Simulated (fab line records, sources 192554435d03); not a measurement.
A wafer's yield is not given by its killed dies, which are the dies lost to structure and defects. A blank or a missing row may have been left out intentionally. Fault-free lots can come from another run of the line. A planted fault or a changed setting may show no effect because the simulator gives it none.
Struck lot and sound lot, side by side ; flow n5-finfet ; 15 steps out of a route of 1938
Sound: the wafers L493.1, L493.3, L493.4. Struck: wafer L488.4 (left out: L488.6, a lot-mate that was not struck); the cause follows at the end.
At each step with rows: each side's tool, then ch and its chambers, then its first start. Under that, the readings that differ: sound wafers ; struck wafers ; difference of the means ; sigmas: that difference in standard deviations of wafers without a fault.
alike: words and numbers the same on both sides, and readings whose means are apart by under 2 such deviations; not compared: readings that were withheld, readings missing a value for some wafer, numbers with overlapping values and no deviation given by the record, and bounds like >300 which may hide the same value.
The two part at a step that has a row with sigmas, a row that says differs or no value, or rows on one side only. When numbers do not overlap yet have no deviation, they are printed without sigmas and do not part them. A reading missing from all wafers of one side parts the sides only when that side holds two or more wafers.

first, 6 steps without rows for these wafers: N5_MOL_CONTACT_COAG_COAT_34 (resist thk 40 nm); N5_MOL_CONTACT_COAG_EBR_36; N5_MOL_CONTACT_COAG_SOFTBAKE_35 (time 60 s); N5_MOL_CONTACT_COAG_EXPOSE_37 (exposes mask VD, defocus 0 nm); N5_MOL_CONTACT_COAG_PEB_38 (peb time 60 s); N5_MOL_CONTACT_COAG_DEVELOP_39 (develop time 30 s).
N5_MOL_CONTACT_COAG_CD_MEAS_40: the cd target is 25.1 nm.
  sound on cd-sem-02 ch 0, day 9 12:01; struck on cd-sem-01 ch 0, day 8 09:34
  alike: cd-nm
N5_MOL_CONTACT_COAG_OVL_MEAS_41:
  sound on overlay-02 ch 0, day 9 12:04; struck on overlay-01 ch 0, day 8 09:37
reading;sound;struck;difference;sigmas
VD_OVL (nm);0.5 0.2 -1.6;1.2;+1.5;+2
N5_MOL_CONTACT_COAG_INSPECT_42: inspects for defects (brightfield).
  sound on defect-inspect-02, day 9 12:07; struck on defect-inspect-01, day 8 09:40
  alike: raw-defect-count
N5_MOL_CONTACT_COAG_DESCUM_45: chemistry O2, time 7 s.
  sound on rie-diel-01 ch 0,1,3, day 9 12:12; struck on rie-diel-01 ch 3, day 8 09:41
reading;sound;struck;difference;sigmas
rf-hours-counter-h (h);234 234 105;96;-95;
  alike: chamber-pressure-mTorr, drypump-motor-current-A, oes-product-au, rf-vpp-V, showerhead-plenum-p-Torr, temp-c, throttle-valve-pct
N5_MOL_CONTACT_COAG_ETCH_65: etches underlayer in N2/H2, target depth 13 nm, time 10.4 s.
  sound on rie-diel-01 ch 0,1,3, day 9 12:14; struck on rie-diel-01 ch 3, day 8 09:43
reading;sound;struck;difference;sigmas
rf-hours-counter-h (h);234 234 105;96;-95;
  alike: chamber-pressure-mTorr, drypump-motor-current-A, etch-rf-on-time-s, oes-product-au, rf-vpp-V, showerhead-plenum-p-Torr, throttle-valve-pct
N5_MOL_CONTACT_COAG_ETCH_66: etches SiARC in CF4, target depth 13 nm, time 21.7 s.
  sound on rie-diel-01 ch 0,1,3, day 9 12:15; struck on rie-diel-01 ch 3, day 8 09:44
reading;sound;struck;difference;sigmas
rf-hours-counter-h (h);234 234 105;96;-95;
  alike: cf4-flow-sccm, chamber-pressure-mTorr, drypump-motor-current-A, etch-rf-on-time-s, oes-product-au, rf-vpp-V, showerhead-plenum-p-Torr, throttle-valve-pct
N5_MOL_CONTACT_COAG_ALD_133: deposits SiO2, target thk 5 nm, pulse time 1 s, co reactant pulse time 1 s.
  sound on ald-sin-03 ch 1,2,3, day 9 12:20; struck on ald-sin-01 ch 3, day 8 09:56
reading;sound;struck;difference;sigmas
ald-cycles;35 35 35;31;-4;
heater-power-w (W);91 72 86;68;-15;-2
model.SiO2_of_MOL_CONTACT_COAG_ALD_133.thk-nm (nm);5 5 5;4.4;-0.6;
  alike: precursor-pulse-height-rel
N5_MOL_CONTACT_COAG_ETCHBACK_134: etches SiO2 in CHF3, target depth 10 nm, time 6.7 s.
  sound on rie-diel-06 ch 0,2,3, day 9 12:31; struck on rie-diel-06 ch 3, day 8 10:07
reading;sound;struck;difference;sigmas
chamber-pressure-mTorr (mTorr);30.020 30.029 30.032;29.934;-0.093;-3
  alike: drypump-motor-current-A, oes-product-au, rf-vpp-V, showerhead-plenum-p-Torr, throttle-valve-pct
  not compared: rf-hours-counter-h
-- a jump in the record: the struck wafers' starts before and after are 3 days apart (it breaks off in module MOL_CONTACT_COAG and resumes in module BEOL_M4, where the first step shown is number 1111 of the route) --
N5_BEOL_M4_RC_MEAS_101:
  sound on prober-01 ch 0, day 12 14:57; struck on prober-02 ch 0, day 11 00:28
reading;sound;struck;difference;sigmas
DIBL_N (mV/V);34.8 34.5 33.6;37.4;+3.1;+2
SS_N (mV/dec);71.3 71.1 70.7;72.4;+1.4;+2
  alike: DIBL_P, IOFF_N, IOFF_P, ION_N, ION_P, SS_P, VT_N, VT_P

== WHERE THEY PART ==
Last at N5_BEOL_M4_RC_MEAS_101 as far as this record goes, first at N5_MOL_CONTACT_COAG_OVL_MEAS_41.

WHY: whatever the simulator had introduced
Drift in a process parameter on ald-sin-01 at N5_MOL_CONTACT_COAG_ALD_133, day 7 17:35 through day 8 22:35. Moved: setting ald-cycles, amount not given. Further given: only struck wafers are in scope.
